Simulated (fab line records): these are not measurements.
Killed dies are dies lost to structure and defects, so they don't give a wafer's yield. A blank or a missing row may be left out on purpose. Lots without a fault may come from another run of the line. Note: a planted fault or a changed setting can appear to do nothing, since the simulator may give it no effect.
Tool commonality check :: flow n5_finfet :: 8 lots, 24 wafers sampled

== WHAT PROMPTED THE OPENING ==
At N5_DUMMY_GATE_INSPECT_27 the reading raw_defect_count is flagged on 2 of 8 lots. No-fault wafers: 299, standard deviation 89.
Rule: flag the lot when none of its wafers has a number, or when each of its wafers that has one lies beyond 4 standard deviations from that mean. The other lots count as sound.

lot: L995
measured: day 3 19:03
on: defect_inspect-02
raw_defect_count, wafer by wafer: 145 227 147
flag: 

lot: L997
measured: day 4 06:32
on: defect_inspect-01
raw_defect_count, wafer by wafer: 394 204 270
flag: 

lot: L101
measured: day 5 04:49
on: defect_inspect-02
raw_defect_count, wafer by wafer: 308 316 204
flag: 

lot: L111
measured: day 7 18:45
on: defect_inspect-02
raw_defect_count, wafer by wafer: 875 858 845
flag: FLAGGED

lot: L112
measured: day 7 23:08
on: defect_inspect-02
raw_defect_count, wafer by wafer: 1022 873 979
flag: FLAGGED

lot: L113
measured: day 8 11:10
on: defect_inspect-01
raw_defect_count, wafer by wafer: 390 431 527
flag: 

lot: L114
measured: day 8 12:22
on: defect_inspect-01
raw_defect_count, wafer by wafer: 346 396 393
flag: 

lot: L115
measured: day 8 20:51
on: defect_inspect-02
raw_defect_count, wafer by wafer: 178 285 212
flag: 
The mean of the flagged lots' numbers is 909, +610 from the usual (+7 standard deviations).

== WHICH TOOL EACH LOT WENT THROUGH ==
4 process steps preceding the reading are held in the record, out of 1938 steps in the route. Cell contents, in order: the tool; ch with the chambers the sampled wafers went through; the start.
lot: L995
flag: 
N5_DUMMY_GATE_ETCH_36: rie_diel-05 ch 1,2,3, day 3 18:01
N5_DUMMY_GATE_TRIM_49: rie_si-06 ch 0,1,2, day 3 18:08
N5_DUMMY_GATE_ETCH_32: rie_si-03 ch 0,1,3, day 3 18:34
N5_DUMMY_GATE_ETCH_44: rie_si-03 ch 0,1,3, day 3 18:40

lot: L997
flag: 
N5_DUMMY_GATE_ETCH_36: rie_diel-05 ch 2,3, day 4 05:29
N5_DUMMY_GATE_TRIM_49: rie_si-01 ch 1,2,3, day 4 05:37
N5_DUMMY_GATE_ETCH_32: rie_si-03 ch 0,1,3, day 4 06:04
N5_DUMMY_GATE_ETCH_44: rie_si-03 ch 0,1,3, day 4 06:08

lot: L101
flag: 
N5_DUMMY_GATE_ETCH_36: rie_diel-03 ch 1,2,3, day 5 03:46
N5_DUMMY_GATE_TRIM_49: rie_si-06 ch 0,3, day 5 03:53
N5_DUMMY_GATE_ETCH_32: rie_si-03 ch 1,2, day 5 04:20
N5_DUMMY_GATE_ETCH_44: rie_si-03 ch 1,2, day 5 04:26

lot: L111
flag: FLAGGED
N5_DUMMY_GATE_ETCH_36: rie_diel-03 ch 0,2, day 7 17:29
N5_DUMMY_GATE_TRIM_49: rie_si-06 ch 0,1, day 7 17:37
N5_DUMMY_GATE_ETCH_32: rie_si-03 ch 1,2, day 7 18:11
N5_DUMMY_GATE_ETCH_44: rie_si-03 ch 1,2, day 7 18:16

lot: L112
flag: FLAGGED
N5_DUMMY_GATE_ETCH_36: rie_diel-05 ch 0,2,3, day 7 22:00
N5_DUMMY_GATE_TRIM_49: rie_si-06 ch 1,2,3, day 7 22:07
N5_DUMMY_GATE_ETCH_32: rie_si-03 ch 0,2,3, day 7 22:38
N5_DUMMY_GATE_ETCH_44: rie_si-03 ch 0,2,3, day 7 22:44

lot: L113
flag: 
N5_DUMMY_GATE_ETCH_36: rie_diel-04 ch 0,1, day 8 10:06
N5_DUMMY_GATE_TRIM_49: rie_si-06 ch 0,3, day 8 10:14
N5_DUMMY_GATE_ETCH_32: rie_si-01 ch 1,2,3, day 8 10:40
N5_DUMMY_GATE_ETCH_44: rie_si-01 ch 1,2,3, day 8 10:46

lot: L114
flag: 
N5_DUMMY_GATE_ETCH_36: rie_diel-04 ch 1,2, day 8 11:19
N5_DUMMY_GATE_TRIM_49: rie_si-03 ch 0,1,3, day 8 11:26
N5_DUMMY_GATE_ETCH_32: rie_si-06 ch 0,3, day 8 11:53
N5_DUMMY_GATE_ETCH_44: rie_si-06 ch 0,3, day 8 11:58

lot: L115
flag: 
N5_DUMMY_GATE_ETCH_36: rie_diel-04 ch 0,1,2, day 8 19:48
N5_DUMMY_GATE_TRIM_49: rie_si-03 ch 1,2, day 8 19:55
N5_DUMMY_GATE_ETCH_32: rie_si-06 ch 0,2, day 8 20:22
N5_DUMMY_GATE_ETCH_44: rie_si-06 ch 0,2, day 8 20:27
What is done by these steps:
- N5_DUMMY_GATE_ETCH_36: etches SiARC in CF4, target depth 13 nm.
- N5_DUMMY_GATE_TRIM_49: chemistry O2, time 29 s, target cd 14 nm.
- N5_DUMMY_GATE_ETCH_32: etches SiO2 in CF4, target depth 3.5 nm, time 3.9 s.
- N5_DUMMY_GATE_ETCH_44: etches poly-Si in HBr/O2, stops on SiO2, target depth 127.5 nm.
- N5_DUMMY_GATE_INSPECT_27: inspects for defects (brightfield).

== FLAGGED AGAINST TOTAL, ONE TOOL AT A TIME (gauges that did the reading follow at the end) ==
step: N5_DUMMY_GATE_ETCH_36
tool: rie_diel-03
lots run: 2
flagged: 1
share of the flagged lots: some
sound lots run after its first flagged lot: 0

step: N5_DUMMY_GATE_ETCH_36
tool: rie_diel-04
lots run: 3
flagged: 0
share of the flagged lots: none
sound lots run after its first flagged lot: -

step: N5_DUMMY_GATE_ETCH_36
tool: rie_diel-05
lots run: 3
flagged: 1
share of the flagged lots: some
sound lots run after its first flagged lot: 0

step: N5_DUMMY_GATE_TRIM_49
tool: rie_si-01
lots run: 1
flagged: 0
share of the flagged lots: none
sound lots run after its first flagged lot: -

step: N5_DUMMY_GATE_TRIM_49
tool: rie_si-03
lots run: 2
flagged: 0
share of the flagged lots: none
sound lots run after its first flagged lot: -

step: N5_DUMMY_GATE_TRIM_49
tool: rie_si-06
lots run: 5
flagged: 2
share of the flagged lots: all
sound lots run after its first flagged lot: 1 (L113)

step: N5_DUMMY_GATE_ETCH_32
tool: rie_si-01
lots run: 1
flagged: 0
share of the flagged lots: none
sound lots run after its first flagged lot: -

step: N5_DUMMY_GATE_ETCH_32
tool: rie_si-03
lots run: 5
flagged: 2
share of the flagged lots: all
sound lots run after its first flagged lot: 0

step: N5_DUMMY_GATE_ETCH_32
tool: rie_si-06
lots run: 2
flagged: 0
share of the flagged lots: none
sound lots run after its first flagged lot: -

step: N5_DUMMY_GATE_ETCH_44
tool: rie_si-01
lots run: 1
flagged: 0
share of the flagged lots: none
sound lots run after its first flagged lot: -

step: N5_DUMMY_GATE_ETCH_44
tool: rie_si-03
lots run: 5
flagged: 2
share of the flagged lots: all
sound lots run after its first flagged lot: 0

step: N5_DUMMY_GATE_ETCH_44
tool: rie_si-06
lots run: 2
flagged: 0
share of the flagged lots: none
sound lots run after its first flagged lot: -

step: N5_DUMMY_GATE_INSPECT_27
tool: defect_inspect-01
lots run: 3
flagged: 0
share of the flagged lots: none
sound lots run after its first flagged lot: -

step: N5_DUMMY_GATE_INSPECT_27
tool: defect_inspect-02
lots run: 5
flagged: 2
share of the flagged lots: all
sound lots run after its first flagged lot: 1 (L115)

== WHAT IS ALLOWED BY THE TABLE ==
4 rows of the table ran every flagged lot: rie_si-06 at N5_DUMMY_GATE_TRIM_49, rie_si-03 at N5_DUMMY_GATE_ETCH_32, rie_si-03 at N5_DUMMY_GATE_ETCH_44, defect_inspect-02 at N5_DUMMY_GATE_INSPECT_27.
- rie_si-06 at N5_DUMMY_GATE_TRIM_49 ran 5 lots, 2 of them flagged. After the first flagged lot (L113), sound lots still ran on it; a lasting fault on the whole tool would not permit that.
- rie_si-03 at N5_DUMMY_GATE_ETCH_32 ran 5 lots, 2 of them flagged. Last sound lot L101 at day 5 04:20, first flagged lot L111 at day 7 18:11; a fault beginning in between fits.
- rie_si-03 at N5_DUMMY_GATE_ETCH_44 ran 5 lots, 2 of them flagged. Last sound lot L101 at day 5 04:26, first flagged lot L111 at day 7 18:16; a fault beginning in between fits.
- defect_inspect-02 at N5_DUMMY_GATE_INSPECT_27 ran 5 lots, 2 of them flagged. After the first flagged lot (L115), sound lots still ran on it; a lasting fault on the whole tool would not permit that.
One tool is left: rie_si-03 at N5_DUMMY_GATE_ETCH_32 and N5_DUMMY_GATE_ETCH_44.

== WHAT WAS PUT IN BY THE SIMULATOR ==
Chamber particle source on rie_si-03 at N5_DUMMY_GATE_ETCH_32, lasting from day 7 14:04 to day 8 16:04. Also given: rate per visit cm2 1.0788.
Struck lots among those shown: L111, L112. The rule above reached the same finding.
